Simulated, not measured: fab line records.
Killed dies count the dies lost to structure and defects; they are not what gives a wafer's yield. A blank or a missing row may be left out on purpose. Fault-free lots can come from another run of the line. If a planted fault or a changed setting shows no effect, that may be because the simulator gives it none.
fab line records	flow n5_finfet
record: lots: 7	wafers: 21
route steps=1938 shown BEOL_M5@1172 BEOL_M6@1240 BEOL_M7@1280 BEOL_M8@1332
start_h: the number of hours between the record's first day and the start of the first shown wafer of the lot	wait_h: hours elapsed since this lot's preceding step	" repeats the value in the row above	L1.1+2: a row that stands for several wafers	- either no value or no given start	* or withheld: withheld	< > ~ a bound
route shown NAME@n: names a module that has steps shown in the file, with the first one's number in the route	usual: mean/standard deviation of fault-free wafers	same: alike in all rows	chamber/n: place in a boat	sites: each site's reading	_std_site: standard deviation of those values	_edge_site: outer sites' mean less inner sites'	radius_mm: how far each site lies from the wafer's centre	mask NAME#n: copy n	behind: tool/chamber where the wafer was last shaped	hold: why the lot went on hold/how many hours it stayed there/how the hold came to an end	device: the n, p or np transistor that did not switch	end of line: the route-end tests of the same wafers	where a step has no rows: the recipe by itself	killed: not the wafer's yield, but the dies lost to structure and defects at the first sort	map: dies across one wafer; x = killed, . = not, _ = none there
set.NAME: the run value of the setting; set.NAME@STEP: its run value at that earlier step	model.NAME: the simulator's own value behind a step, which no gauge read
one table per step and one row per wafer, for lots whose settings were changed on purpose
== steps ==
step: N5_BEOL_M5_ALD_86
recipe: material: TaN	target_thk_a: *	temp_c: 275	ald_precursor_family: PDMAT	ald_co_reactant: NH3	pressure_torr: 3	carrier_flow_sccm: 1500	pulse_time_s: 2	purge_time_s: 3	co_reactant_purge_time_s: 2	co_reactant_pulse_time_s: 3	ald_cycles: 30	precursor_vessel_temp_c: 75	precursor_vessel_pressure_torr: 26.25	precursor_vessel_carrier_sccm: 1000
lot.wafer	tool	chamber	start_h	wait_h	set.co_reactant_pulse_time_s
L080.1+2+4	ald_metal-04	1,3,2	219.94	0.3	3
L084.2+4	ald_metal-04	0,1	237.36	0.0	3
L084.5	"	0	"	"	3.499
L085.2+5+6	ald_metal-03	0,0,3	245.17	0.0	3
L090.2+4	ald_metal-04	3,0	284.29	0.0	3
L090.5	"	1	"	"	2.503
L094.1	ald_metal-03	1	295.96	0.0	3.298
L094.4+5	"	3,0	"	"	3
L093.1+6	ald_metal-02	0,3	301.55	0.3	3
L093.3	"	1	"	"	2.559
L095.1+2	ald_metal-02	1,2	307.02	0.1	3
L095.4	"	3	"	"	3.638
step: N5_BEOL_M5_SURFACE_TREAT_87
recipe: gas: Ar	time_s: *	ion_energy_ev: *	ion_current_ma_cm2: 0.5	pressure_mtorr: *	ar_flow_sccm: 30
step: N5_BEOL_M5_CVD_47
recipe: material: Co	target_thk_a: 30	temp_c: withheld	precursor: CCTBA/H2	pressure_torr: 30	time_s: 216
step: N5_BEOL_M5_ECD_50
recipe: material: Cu	target_thk_a: 3000
step: N5_BEOL_M5_ANNEAL_51
recipe: temp_c: 225	time_s: 90	ambient: N2
step: N5_BEOL_M5_CMP_52
recipe: stop_on: SiCOH_lowk	t_overpolish_s: 6.9	down_force_psi: 1	platen_rpm: 50	clearing_platen_down_force_psi: 1.5	clearing_platen_rpm: 50	post_cmp_clean: cu_alkaline	target_thk_nm: 62	clearing_platen_pad_velocity_m_s: 0.99484	pad_velocity_m_s: 0.99484
lot.wafer	tool	chamber	start_h	wait_h	set.source_w@BEOL_M5_TRENCH_ETCH_37	model.Cu_of_BEOL_M5_ECD_50.thk_nm
L080.1	cmp-02	3	225.39	0.3	379.2	64.8
L080.2	"	0	"	"	345	62.4
L080.4	"	1	"	"	379.2	65.6
L084.2	cmp-01	0	243.10	0.2	345	63.6
L084.4	"	3	"	"	387.5	67.8
L084.5	"	0	"	"	345	62.6
L085.2	cmp-02	1	250.97	0.3	345	57.6
L085.5	"	3	"	"	345	57.4
L085.6	"	0	"	"	345	60.4
L090.4	cmp-02	0	289.69	0.2	345	63.4
L090.2	"	1	"	"	326.6	61
L090.5	"	3	"	"	345	62.2
L094.4	cmp-03	0	303.45	0.1	345	62.6
L094.1	"	2	"	"	345	62
L094.5	"	0	"	"	300.7	58.2
L093.3	cmp-03	1	307.03	0.2	298.3	59
L093.1	"	0	"	"	345	61.6
L093.6	"	2	"	"	345	62.2
L095.2	cmp-03	0	312.42	0.2	345	61.8
L095.1	"	2	"	"	396.3	70
L095.4	"	3	"	"	345	64.4
step: N5_BEOL_M5_PRE_CLEAN_77
recipe: gas: NH3/H2	time_s: 15	temp_c: *	rf_power_w: 300
step: N5_BEOL_M5_PRE_CLEAN_55
recipe: gas: NH3	time_s: 15	temp_c: withheld	rf_power_w: 300
step: N5_BEOL_M5_DEP_56
recipe: material: SiCN	target_thk_a: 80	temp_c: withheld	precursor: 3MS/NH3	pressure_torr: 3	rf_w: 202	time_s: 14
step: N5_BEOL_M5_RS_MEAS_57
recipe: thk_meas_gauge: four-point-probe	reads: Co_of_BEOL_M5_CO_CAP_78+Cu_of_BEOL_M5_ECD_50+Co_of_BEOL_M5_CVD_47+TaN_of_BEOL_M5_ALD_86
usual: M5_RS: 0.391/0.016
lot.wafer	tool	chamber	start_h	wait_h	set.source_w@BEOL_M5_TRENCH_ETCH_37	M5_RS[ohm/sq]
L080.1	film_metro-01	-	225.93	0.1	379.2	0.366
L080.2	"	-	"	"	345	0.383
L080.4	"	-	"	"	379.2	0.362
L084.2	film_metro-02	-	243.65	0.1	345	0.375
L084.4	"	-	"	"	387.5	0.348
L084.5	"	-	"	"	345	0.382
L085.2	film_metro-02	-	251.45	0.1	345	0.422
L085.5	"	-	"	"	345	0.425
L085.6	"	-	"	"	345	0.399
L090.2	film_metro-01	-	290.21	0.1	326.6	0.395
L090.4	"	-	"	"	345	0.376
L090.5	"	-	"	"	345	0.386
L094.1	film_metro-02	-	304.01	0.0	345	0.386
L094.4	"	-	"	"	345	0.382
L094.5	"	-	"	"	300.7	0.417
L093.1	film_metro-01	-	307.58	0.0	345	0.390
L093.3	"	-	"	"	298.3	0.411
L093.6	"	-	"	"	345	0.385
L095.1	film_metro-02	-	312.98	0.0	396.3	0.334
L095.2	"	-	"	"	345	0.389
L095.4	"	-	"	"	345	0.370
step: N5_BEOL_M6_ETCH_41
recipe: chemistry: CH3F/O2	target: SiCN	target_depth_a: 297	taper_deg: 2	time_s: 52	ion_energy_ev: 120	mask_material: TiN	pressure_mtorr: 30	source_w: 395	bias_w: 75	Ar_flow_sccm: 150	CH3F_flow_sccm: 30	O2_flow_sccm: 20
lot.wafer	tool	chamber	start_h	wait_h	set.time_s	model.etch.depth_nm
L080.1	rie_diel-01	1	-	-	52	19.68
L080.2	"	0	"	"	41.02	16.16
L080.4	"	2	"	"	41.02	14.93
L084.2	rie_diel-02	1	-	-	52	18.61
L084.4	"	3	"	"	58.44	22.69
L084.5	"	0	"	"	58.44	22.26
L085.2	rie_diel-01	1	-	-	52	19.45
L085.5	"	3	"	"	52	18.99
L085.6	"	1	"	"	52	19.38
L090.2	rie_diel-02	3	-	-	55.54	21.69
L090.4	"	2	"	"	55.54	20.81
L090.5	"	3	"	"	55.54	21.49
L093.1	rie_diel-05	3	-	-	52	19.6
L093.3	"	1	"	"	52	19.8
L093.6	"	3	"	"	56.7	21.32
L094.1	rie_diel-01	1	-	-	52	19.34
L094.4	"	2	"	"	52	18.73
L094.5	"	2	"	"	52	18.84
L095.1	rie_diel-01	3	-	-	45.33	16.76
L095.2	"	0	"	"	52	20.58
L095.4	"	2	"	"	45.33	16.72
step: N5_BEOL_M6_ALD_77
recipe: material: TaN	target_thk_a: 20	temp_c: 275	ald_precursor_family: PDMAT	ald_co_reactant: NH3	pressure_torr: 3	carrier_flow_sccm: 1500	pulse_time_s: 2	purge_time_s: 3	co_reactant_purge_time_s: 2	co_reactant_pulse_time_s: 3	ald_cycles: 40	precursor_vessel_temp_c: 75	precursor_vessel_pressure_torr: 26.25	precursor_vessel_carrier_sccm: 1000
lot.wafer	tool	chamber	start_h	wait_h	set.ald_cycles	model.TaN_of_BEOL_M6_ALD_77.thk_nm
L080.1+2	ald_metal-01	3,1	230.04	0.1	46	2.2
L080.4	"	2	"	"	40	2
L084.2+5	ald_metal-02	0	249.65	0.0	45	2.2
L084.4	"	1	"	"	40	2
L085.2+5+6	ald_metal-01	0,2,3	256.09	0.1	40	2
L090.2+4	ald_metal-02	2,0	295.44	0.0	33	1.6
L090.5	"	1	"	"	40	2
L093.1+3+6	ald_metal-03	1,0,0	312.65	0.0	40	2
L094.1	ald_metal-02	2	312.81	0.0	40	2
L094.4	"	2	"	"	34	1.6
L094.5	"	3	"	"	34	1.8
L095.1+2+4	ald_metal-01	0,2,0	320.48	0.0	40	2
step: N5_BEOL_M7_ETCH_61
recipe: chemistry: CF4	target: SiARC	target_depth_a: 455	mask_material: CAR-ArF	time_s: 75.8	ion_energy_ev: 80	pressure_mtorr: 40	source_w: 545	bias_w: 36	Ar_flow_sccm: 100	cf4_flow_sccm: 100	ends: cleared
usual: etch_rf_on_time_s: 75.5/2.6	rf_vpp_V: 183.8/1.4
lot.wafer	tool	chamber	start_h	wait_h	set.source_w	etch_rf_on_time_s	rf_vpp_V
L080.1	rie_diel-03	2	233.50	0.0	466.7	85.7	194.6
L080.2	"	1	"	"	466.7	84.0	193.0
L080.4	"	3	"	"	545	76.7	182.7
L084.2	rie_diel-06	3	255.37	0.0	498.2	82.0	188.9
L084.4	"	1	"	"	498.2	81.3	188.3
L084.5	"	2	"	"	498.2	82.6	190.1
L085.2	rie_diel-04	2	260.52	0.0	545	77.6	183.8
L085.5	"	3	"	"	545	75.2	180.7
L085.6	"	1	"	"	545	82.7	184.3
L090.2	rie_diel-03	0	300.77	0.0	545	72.1	183.8
L090.4	"	2	"	"	595.8	68.5	178.6
L090.5	"	3	"	"	545	75.9	186.1
L093.1	rie_diel-04	0	316.48	0.0	545	75.4	182.1
L093.3	"	1	"	"	482	92.1	193.1
L093.6	"	0	"	"	482	84.0	191.3
L094.1	rie_diel-06	3	318.11	0.0	447.2	89.5	195.3
L094.4	"	1	"	"	545	74.3	182.8
L094.5	"	0	"	"	447.2	87.8	198.4
L095.1	rie_diel-06	0	323.96	0.0	486.5	81.1	192.2
L095.2	"	3	"	"	545	74.8	182.2
L095.4	"	2	"	"	486.5	84.4	192.4
step: N5_BEOL_M8_ILD_DEP_00
recipe: material: SiCOH_lowk	target_thk_a: 1797.5	temp_c: 300	precursor: DEMS/porogen	pressure_torr: 5	rf_w: 500	time_s: 33.4
lot.wafer	tool	chamber	start_h	wait_h	set.time_s	model.SiCOH_lowk_of_BEOL_M8_ILD_DEP_00.thk_nm
L080.1	pecvd-02	1	238.42	0.0	33.4	177
L080.2	"	2	"	"	33.4	179.4
L080.4	"	0	"	"	33.4	183.8
L084.2	pecvd-02	0	261.91	0.0	33.4	179.2
L084.4	"	2	"	"	33.4	183
L084.5	"	1	"	"	36.6	198.4
L085.2	pecvd-04	0	266.48	0.0	33.4	176.2
L085.5	"	2	"	"	33.4	178.2
L085.6	"	0	"	"	33.4	178.4
L090.2	pecvd-01	1	309.13	0.0	33.4	181.8
L090.4	"	2	"	"	36.83	199
L090.5	"	0	"	"	33.4	182.8
L093.1	pecvd-04	2	322.38	0.0	36.21	192.8
L093.3	"	0	"	"	33.4	176.6
L093.6	"	1	"	"	36.21	195.2
L094.1	pecvd-01	1	323.64	0.0	33.4	178.6
L094.4	"	1	"	"	33.4	181.4
L094.5	"	0	"	"	35.57	193.6
L095.1	pecvd-04	1	330.51	0.0	31.21	165.8
L095.2	"	2	"	"	33.4	176.8
L095.4	"	2	"	"	31.21	167.4
step: N5_BEOL_M8_CURE_74
recipe: temp_c: 385	time_s: 240	ambient: He/Ar	material: SiCOH_lowk
lot.wafer	tool	chamber	start_h	wait_h	set.time_s@BEOL_M8_ILD_DEP_00	model.SiCOH_lowk_of_BEOL_M8_ILD_DEP_00.thk_nm
L080.1	uv_cure-01	1	238.48	0.0	33.4	152.6
L080.2	"	1	"	"	33.4	154.8
L080.4	"	1	"	"	33.4	158.6
L084.2	uv_cure-03	2	262.05	0.1	33.4	154.6
L084.4	"	2	"	"	33.4	158
L084.5	"	2	"	"	36.6	171.4
L085.2	uv_cure-02	2	266.62	0.1	33.4	151.8
L085.5	"	2	"	"	33.4	153.6
L085.6	"	2	"	"	33.4	153.8
L090.2	uv_cure-01	2	309.27	0.1	33.4	156.8
L090.4	"	2	"	"	36.83	171.8
L090.5	"	2	"	"	33.4	157.6
L093.1	uv_cure-02	2	322.44	0.0	36.21	166.4
L093.3	"	2	"	"	33.4	152.4
L093.6	"	2	"	"	36.21	168.6
L094.1	uv_cure-02	0	323.70	0.0	33.4	154
L094.4	"	0	"	"	33.4	156.4
L094.5	"	0	"	"	35.57	167
L095.1	uv_cure-02	2	330.64	0.1	31.21	143
L095.2	"	2	"	"	33.4	152.4
L095.4	"	2	"	"	31.21	144.2
step: N5_BEOL_M8_THK_MEAS_01
recipe: reads: SiCOH_lowk_of_BEOL_M8_ILD_DEP_00
usual: M8_ILD_THK: 155.1/2.2
lot.wafer	tool	chamber	start_h	wait_h	set.time_s@BEOL_M8_ILD_DEP_00	M8_ILD_THK[nm]
L080.1	film_metro-01	-	238.99	0.4	33.4	152.6
L080.2	"	-	"	"	33.4	154.7
L080.4	"	-	"	"	33.4	158.5
L084.2	film_metro-02	-	262.48	0.4	33.4	154.5
L084.4	"	-	"	"	33.4	157.9
L084.5	"	-	"	"	36.6	171.3
L085.2	film_metro-02	-	267.05	0.4	33.4	151.8
L085.5	"	-	"	"	33.4	153.6
L085.6	"	-	"	"	33.4	153.8
L090.2	film_metro-02	-	309.70	0.4	33.4	156.7
L090.4	"	-	"	"	36.83	171.9
L090.5	"	-	"	"	33.4	157.6
L093.1	film_metro-02	-	322.95	0.4	36.21	166.4
L093.3	"	-	"	"	33.4	152.4
L093.6	"	-	"	"	36.21	168.6
L094.1	film_metro-01	-	324.21	0.4	33.4	154.0
L094.4	"	-	"	"	33.4	156.4
L094.5	"	-	"	"	35.57	167.0
L095.1	film_metro-01	-	331.15	0.4	31.21	143.0
L095.2	"	-	"	"	33.4	152.4
L095.4	"	-	"	"	31.21	144.2
step: N5_BEOL_M8_PEB_09
recipe: peb_temp_c: withheld	peb_time_s: 60	resist: CAR-ArF
lot.wafer	tool	chamber	start_h	wait_h	set.peb_time_s
L080.1+4	litho_track-04	0	240.27	0.1	60
L080.2	"	0	"	"	48.83
L084.2+5	litho_track-01	0	263.51	0.0	68.25
L084.4	"	0	"	"	60
L085.2+5+6	litho_track-01	0	270.09	0.0	60
L090.2+4	litho_track-04	0	310.53	0.0	60
L090.5	"	0	"	"	54.92
L093.1+6	litho_track-01	0	323.38	0.1	60
L093.3	"	0	"	"	48.8
L094.1+4+5	litho_track-04	0	326.19	0.1	60
L095.1	litho_track-04	0	332.63	0.1	63.95
L095.2+4	"	0	"	"	60
step: N5_BEOL_M8_DEVELOP_10
recipe: develop_time_s: 30	developer: TMAH	resist: CAR-ArF	rinse_liquid: diw	dry: air_spin	dev_temp_c: 23
step: N5_BEOL_M8_CD_MEAS_11
recipe: target_cd_nm: 38.5	landing_energy_ev: 500	detector: se_inlens	polarity: opening
usual: cd_nm: 38.8/0.55
lot.wafer	tool	chamber	start_h	wait_h	set.peb_time_s@BEOL_M8_PEB_09	cd_nm
L080.1	cd_sem-02	0	240.34	-	60	39.2
L080.2	"	0	"	"	48.83	33.4
L080.4	"	0	"	"	60	39.4
L084.2	cd_sem-01	0	263.57	-	68.25	42.4
L084.4	"	0	"	"	60	39.5
L084.5	"	0	"	"	68.25	41.7
L085.2	cd_sem-01	0	270.16	-	60	38.6
L085.5	"	0	"	"	60	38.3
L085.6	"	0	"	"	60	39.2
L090.2	cd_sem-03	0	310.59	-	60	39.6
L090.4	"	0	"	"	60	38.8
L090.5	"	0	"	"	54.92	37.2
L093.1	cd_sem-02	0	323.45	-	60	39.5
L093.3	"	0	"	"	48.8	32.9
L093.6	"	0	"	"	60	39.4
L094.1	cd_sem-03	0	326.25	-	60	39.7
L094.4	"	0	"	"	60	39.3
L094.5	"	0	"	"	60	38.4
L095.1	cd_sem-03	0	332.70	-	63.95	39.4
L095.2	"	0	"	"	60	39.0
L095.4	"	0	"	"	60	39.3
step: N5_BEOL_M8_DESCUM_16
recipe: chemistry: O2	time_s: 7.9	source_power_w: 50	bias_power_w: 20	pressure_mtorr: 20	rf_frequency_hz: 2.712e+07	temp_c: 40	resist: CAR-ArF	o2_flow_sccm: 225
step: N5_BEOL_M8_ETCH_61
recipe: chemistry: CF4	target: SiARC	target_depth_a: 455	mask_material: CAR-ArF	time_s: 75.8	ion_energy_ev: 80	pressure_mtorr: 40	source_w: 545	bias_w: 36	Ar_flow_sccm: 100	cf4_flow_sccm: 100	ends: cleared
lot.wafer	tool	chamber	start_h	wait_h	set.peb_time_s@BEOL_M8_PEB_09	model.BEOL_M8.cd_offset_nm
L080.1	rie_diel-02	2	240.46	0.0	60	1.2
L080.2	"	0	"	"	48.83	-5.6
L080.4	"	1	"	"	60	1.4
L084.2	rie_diel-02	3	264.22	0.0	68.25	4.6
L084.4	"	0	"	"	60	0.8
L084.5	"	2	"	"	68.25	3.6
L085.2	rie_diel-05	0	270.28	0.0	60	0
L085.5	"	2	"	"	60	-0.4
L085.6	"	1	"	"	60	0.8
L090.2	rie_diel-05	0	310.72	0.0	60	0.8
L090.4	"	1	"	"	60	0.6
L090.5	"	2	"	"	54.92	-1.2
L093.1	rie_diel-01	2	323.57	0.0	60	1
L093.3	"	0	"	"	48.8	-5.6
L093.6	"	1	"	"	60	0.8
L094.1	rie_diel-01	1	326.38	0.0	60	1.2
L094.4	"	2	"	"	60	1.4
L094.5	"	2	"	"	60	0.2
L095.1	rie_diel-05	2	332.83	0.0	63.95	1.2
L095.2	"	1	"	"	60	0.8
L095.4	"	0	"	"	60	0.4
step: N5_BEOL_M8_ETCH_62
recipe: chemistry: N2/H2	target: SOC	target_depth_a: 1100	overetch_a: 220	mask_material: SiARC	temp_c: 40	time_s: 165	ion_energy_ev: 200	pressure_mtorr: 30	source_w: 840	bias_w: 150	n2_flow_sccm: 200	h2_flow_sccm: 200
step: N5_BEOL_M8_STRIP_68
recipe: chemistry: N2/H2	temp_c: 40	n2_flow_sccm: 200	h2_flow_sccm: 200	rf_frequency_hz: 6e+07
step: N5_BEOL_M8_HM_OPEN_17
recipe: chemistry: Cl2/BCl3	target_depth_a: 200	overetch_a: 60	target: TiN	mask_material: SOC	ion_energy_ev: 150	pressure_mtorr: 10	icp_w: 1000	bias_w: 126	Cl2_flow_sccm: 53.25	bcl3_flow_sccm: 21.75	Ar_flow_sccm: 25
step: N5_BEOL_M8_STRIP_19
recipe: chemistry: O2	power_w: 400	temp_c: 40	pressure_mtorr: 30	rf_frequency_hz: 6e+07	bias_power_w: 0	overash_fraction: 0.2	o2_flow_sccm: 225
step: N5_BEOL_M8_CD_MEAS_18
recipe: pitch_nm: 80	target_cd_nm: 40
usual: cd_nm: 40.3/0.69
lot.wafer	tool	chamber	start_h	wait_h	set.peb_time_s@BEOL_M8_PEB_09	cd_nm
L080.1	cd_sem-03	-	240.89	0.0	60	41.3
L080.2	"	-	"	"	48.83	34.7
L080.4	"	-	"	"	60	40.6
L084.2	cd_sem-02	-	264.64	0.1	68.25	45.0
L084.4	"	-	"	"	60	40.2
L084.5	"	-	"	"	68.25	43.2
L085.2	cd_sem-01	-	270.88	0.1	60	39.7
L085.5	"	-	"	"	60	39.1
L085.6	"	-	"	"	60	40.7
L090.2	cd_sem-03	-	311.26	0.1	60	40.9
L090.4	"	-	"	"	60	40.5
L090.5	"	-	"	"	54.92	38.3
L093.1	cd_sem-03	-	324.00	0.0	60	40.3
L093.3	"	-	"	"	48.8	34.1
L093.6	"	-	"	"	60	41.1
L094.1	cd_sem-02	-	326.81	0.1	60	41.4
L094.4	"	-	"	"	60	41.5
L094.5	"	-	"	"	60	40.0
L095.1	cd_sem-01	-	333.32	0.0	63.95	40.4
L095.2	"	-	"	"	60	40.6
L095.4	"	-	"	"	60	40.2
step: N5_BEOL_M8_COAT_63
recipe: resist: SOC	temp_c: 250	time_s: 60	spin_rpm: 1500	resist_thk_nm: 60
step: N5_BEOL_M8_COAT_64
recipe: resist: SiARC	temp_c: 220	time_s: 60	spin_rpm: 1500	resist_thk_nm: 12
step: N5_BEOL_M8_PRECLEAN_42
recipe: chemistry: residue_remover	time_s: 60	temp_c: 40
step: N5_BEOL_M8_SRD_43
recipe: time_s: 30	temp_c: 23	rinse_liquid: diw	dry: ipa_marangoni
step: N5_BEOL_M8_CD_MEAS_35
recipe: target_cd_nm: 40	polarity: opening
usual: cd_nm: 40.4/0.71
lot.wafer	tool	chamber	start_h	wait_h	set.peb_time_s@BEOL_M8_PEB_09	cd_nm
L080.1	cd_sem-01	-	241.96	0.0	60	40.8
L080.2	"	-	"	"	48.83	34.0
L080.4	"	-	"	"	60	41.0
L084.2	cd_sem-01	-	265.86	0.0	68.25	45.0
L084.4	"	-	"	"	60	40.1
L084.5	"	-	"	"	68.25	43.4
L085.2	cd_sem-03	-	277.09	0.0	60	39.6
L085.5	"	-	"	"	60	39.0
L085.6	"	-	"	"	60	40.6
L090.2	cd_sem-03	-	312.30	0.0	60	40.9
L090.4	"	-	"	"	60	40.9
L090.5	"	-	"	"	54.92	38.2
L093.1	cd_sem-02	-	326.32	0.0	60	40.7
L093.3	"	-	"	"	48.8	34.4
L093.6	"	-	"	"	60	41.1
L094.1	cd_sem-01	-	328.81	0.0	60	41.6
L094.4	"	-	"	"	60	41.3
L094.5	"	-	"	"	60	40.3
L095.1	cd_sem-02	-	335.37	0.0	63.95	40.4
L095.2	"	-	"	"	60	40.9
L095.4	"	-	"	"	60	40.0
step: N5_BEOL_M8_DEP_56
recipe: material: SiCN	target_thk_a: 100	temp_c: withheld	precursor: 3MS/NH3	pressure_torr: 3	rf_w: 202	time_s: 17.5
lot.wafer	tool	chamber	start_h	wait_h	set.time_s	model.SiCN_of_BEOL_M8_DEP_56.thk_nm
L080.1	pecvd-01	1	245.63	0.0	17.5	10
L080.2	"	2	"	"	19.9	11
L080.4	"	0	"	"	19.9	11.4
L084.2	pecvd-01	0	270.26	0.0	17.5	9.8
L084.4+5	"	0	"	"	15.32	8.8
L085.2	pecvd-01	1	279.80	0.0	17.5	10
L085.5+6	"	0,2	"	"	17.5	9.8
L090.2+4	pecvd-01	1	316.15	0.0	17.5	10.2
L090.5	"	1	"	"	17.5	10.4
L093.1	pecvd-04	2	329.93	0.0	16.22	9.4
L093.3	"	2	"	"	16.22	9.6
L093.6	"	1	"	"	17.5	10.2
L094.1+5	pecvd-02	1	331.20	0.0	17.5	10
L094.4	"	2	"	"	17.5	9.8
L095.1	pecvd-04	0	338.13	0.0	17.5	9.8
L095.2+4	"	1,0	"	"	16.84	9.4
== key ==
split: step: N5_BEOL_M5_ALD_86	setting: co_reactant_pulse_time_s	stated: 3	by: wafer
response none clear
split: step: N5_BEOL_M6_ETCH_41	setting: time_s	stated: 52	by: wafer
response: step: N5_BEOL_M6_ETCH_41	reading: model.etch.depth_nm	change: +0.236	per: 1%	r: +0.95
split: step: N5_BEOL_M6_ALD_77	setting: ald_cycles	stated: 40	by: wafer
response: step: N5_BEOL_M6_ALD_77	reading: model.TaN_of_BEOL_M6_ALD_77.thk_nm	change: +0.0186	per: 1%	r: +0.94
split: step: N5_BEOL_M7_ETCH_61	setting: source_w	stated: 545	by: wafer
response: step: N5_BEOL_M7_ETCH_61	reading: etch_rf_on_time_s	change: *	per: 1%	r: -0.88
response: step: N5_BEOL_M7_ETCH_61	reading: rf_vpp_V	change: -0.805	per: 1%	r: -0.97
split: step: N5_BEOL_M8_ILD_DEP_00	setting: time_s	stated: 33.4	by: wafer
response: step: N5_BEOL_M8_ILD_DEP_00	reading: model.SiCOH_lowk_of_BEOL_M8_ILD_DEP_00.thk_nm	change: +1.81	per: 1%	r: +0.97
response: step: N5_BEOL_M8_CURE_74	reading: model.SiCOH_lowk_of_BEOL_M8_ILD_DEP_00.thk_nm	change: +1.57	per: 1%	r: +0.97
response: step: N5_BEOL_M8_THK_MEAS_01	reading: M8_ILD_THK	change: +1.58	per: 1%	r: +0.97
split: step: N5_BEOL_M8_PEB_09	setting: peb_time_s	stated: 60	by: wafer
response: step: N5_BEOL_M8_CD_MEAS_11	reading: cd_nm	change: +0.287	per: 1%	r: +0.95
response: step: N5_BEOL_M8_ETCH_61	reading: model.BEOL_M8.cd_offset_nm	change: +0.315	per: 1%	r: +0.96
response: step: N5_BEOL_M8_CD_MEAS_18	reading: cd_nm	change: +0.313	per: 1%	r: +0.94
response: step: N5_BEOL_M8_CD_MEAS_35	reading: cd_nm	change: +0.33	per: 1%	r: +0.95
split: step: N5_BEOL_M8_DEP_56	setting: time_s	stated: 17.5	by: wafer
response: step: N5_BEOL_M8_DEP_56	reading: model.SiCN_of_BEOL_M8_DEP_56.thk_nm	change: +0.0865	per: 1%	r: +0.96
split outside_this_file step=N5_BEOL_M5_TRENCH_ETCH_37 setting=source_w
split outside_this_file: this setting was split too, and the file shows its column; the key of that split is in another file
